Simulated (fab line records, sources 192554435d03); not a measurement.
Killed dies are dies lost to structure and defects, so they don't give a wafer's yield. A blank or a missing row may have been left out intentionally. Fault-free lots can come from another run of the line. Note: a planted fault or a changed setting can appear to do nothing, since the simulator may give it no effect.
Matching of chambers    flow n5_finfet    4 sister chambers for N5_BEOL_M2_ETCHBACK_99 on rie_diel-01
The step etches SiO2 in CHF3, target depth 5 nm, time 10.4 s. 24 wafers are shown with their chamber, then 12 later ones without.

== WAFERS PAIRED WITH THEIR CHAMBERS ==
wafer   chamber  throttle_valve_pct (%)  showerhead_plenum_p_Torr (Torr)  drypump_motor_current_A (A)
L076.1  2        16.79                   2.07                             5.3
L076.2  1        17.25                   2.14                             5.6
L076.4  0        17.50                   2.14                             6.2
L080.3  1        17.26                   2.13                             5.7
L080.5  1        17.24                   2.13                             5.6
L080.6  2        16.80                   2.07                             5.2
L081.2  1        17.25                   2.13                             5.6
L081.3  2        16.80                   2.07                             5.2
L081.4  0        17.52                   2.13                             6.2
L082.2  1        17.26                   2.13                             5.7
L082.4  2        16.83                   2.07                             5.3
L082.6  1        17.26                   2.13                             5.6
L084.2  0        17.52                   2.13                             6.2
L084.4  3        16.70                   2.08                             5.3
L084.5  1        17.26                   2.13                             5.6
L085.1  0        17.53                   2.13                             6.1
L085.3  1        17.26                   2.13                             5.6
L085.5  0        17.54                   2.13                             6.2
L086.2  0        17.55                   2.13                             6.2
L086.3  3        16.72                   2.08                             5.3
L086.6  0        17.54                   2.13                             6.2
L087.1  3        16.74                   2.08                             5.4
L087.3  2        16.84                   2.06                             5.3
L087.6  0        17.53                   2.13                             6.2

SIGNATURES (averages over the wafers above)
reading                   chamber 0  chamber 1  chamber 2  chamber 3  scatter within a chamber
throttle_valve_pct        17.5287    17.2550    16.8120    16.7200    0.0154
showerhead_plenum_p_Torr  2.1313     2.1313     2.0680     2.0800     0.00357
drypump_motor_current_A   6.188      5.625      5.260      5.333      0.0461
Rule: distance of a wafer from a chamber = root of the sum over the readings of ((wafer's reading minus chamber's mean) / reading's scatter) squared. The wafer belongs to the nearest chamber; if the next one is less than 2 further off, it can't be placed. How the scatter is found: for the shown wafers, subtract from each reading the mean of its chamber, square and add these, divide the total by (wafers less chambers), then take the root.

== WAFERS WHOSE CHAMBER IS MISSING ==
wafer   throttle_valve_pct (%)  showerhead_plenum_p_Torr (Torr)  drypump_motor_current_A (A)
L093.1  16.87                   2.06                             5.3
L093.3  16.76                   2.08                             5.3
L093.4  16.86                   2.06                             5.3
L091.2  16.86                   2.06                             5.3
L091.5  17.30                   2.12                             5.6
L091.6  16.87                   2.06                             5.3
L094.1  17.29                   2.12                             5.7
L094.5  17.32                   2.12                             5.6
L094.6  16.87                   2.06                             5.3
L095.3  16.88                   2.06                             5.2
L095.4  17.32                   2.12                             5.6
L095.6  16.76                   2.07                             5.3

== WHICH CHAMBER EACH WENT THROUGH ==
wafer   from the rows above      in truth
L093.1  2                        2
L093.3  3                        3
L093.4  2                        2
L091.2  2                        2
L091.5  1                        1
L091.6  2                        2
L094.1  1                        1
L094.5  1                        1
L094.6  2                        2
L095.3  2                        2
L095.4  1                        1
L095.6  can't be placed: 2 or 3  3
Correct placement for 11 of the 12. From these rows, 1 cannot be placed; in 1 the true chamber is one of the candidates. Wrongly placed: 0.
